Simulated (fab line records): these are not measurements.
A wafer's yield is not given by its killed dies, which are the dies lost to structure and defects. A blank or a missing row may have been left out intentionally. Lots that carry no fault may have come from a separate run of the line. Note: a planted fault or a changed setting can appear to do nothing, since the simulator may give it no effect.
Chamber matching ; flow n5-finfet ; N5_BEOL_M14_STRIP_37 on rie-diel-01: 4 sister chambers
The step strips in O2. 7 wafers are shown with their chamber, then 10 later ones without.

WAFERS, EACH WITH ITS CHAMBER
wafer;chamber;showerhead-plenum-p-Torr (Torr);drypump-motor-current-A (A)
L075.6;0;2.03;5.5
L081.2;0;2.03;5.4
L082.2;1;2.10;5.5
L082.4;2;2.16;5.8
L082.5;3;2.03;6.1
L092.1;1;2.09;5.5
L092.4;2;2.16;5.9

WAFERS WITHOUT THEIR CHAMBER
wafer;showerhead-plenum-p-Torr (Torr);drypump-motor-current-A (A)
L092.5;2.02;5.4
L093.1;2.15;5.9
L093.4;2.02;5.5
L093.6;2.02;6.1
L095.3;2.09;5.5
L095.5;2.09;5.5
L095.6;2.02;5.5
L097.2;2.02;6.1
L097.4;2.01;5.4
L097.6;2.09;5.5

THE CHAMBER EACH PASSED THROUGH
wafer;from the rows above;in truth
L092.5;0;0
L093.1;2;2
L093.4;0;0
L093.6;3;3
L095.3;1;1
L095.5;1;1
L095.6;0;0
L097.2;3;3
L097.4;0;0
L097.6;1;1
10 of 10 placed correctly. Left unplaced by these rows: 0. Wrongly placed: 0.
How it was worked out, from the rows above alone: a wafer's distance from a chamber is the root of the sum, over the readings, of the square of ((its reading less the chamber's mean) divided by the reading's scatter). The wafer belongs to the nearest chamber; if the next one is less than 2 further off, it can't be placed. The mean given for a chamber averages the wafers shown for that chamber. The scatter is the square root of a quotient: the sum, over the shown wafers, of each reading's squared deviation from its chamber's mean, divided by wafers minus chambers.
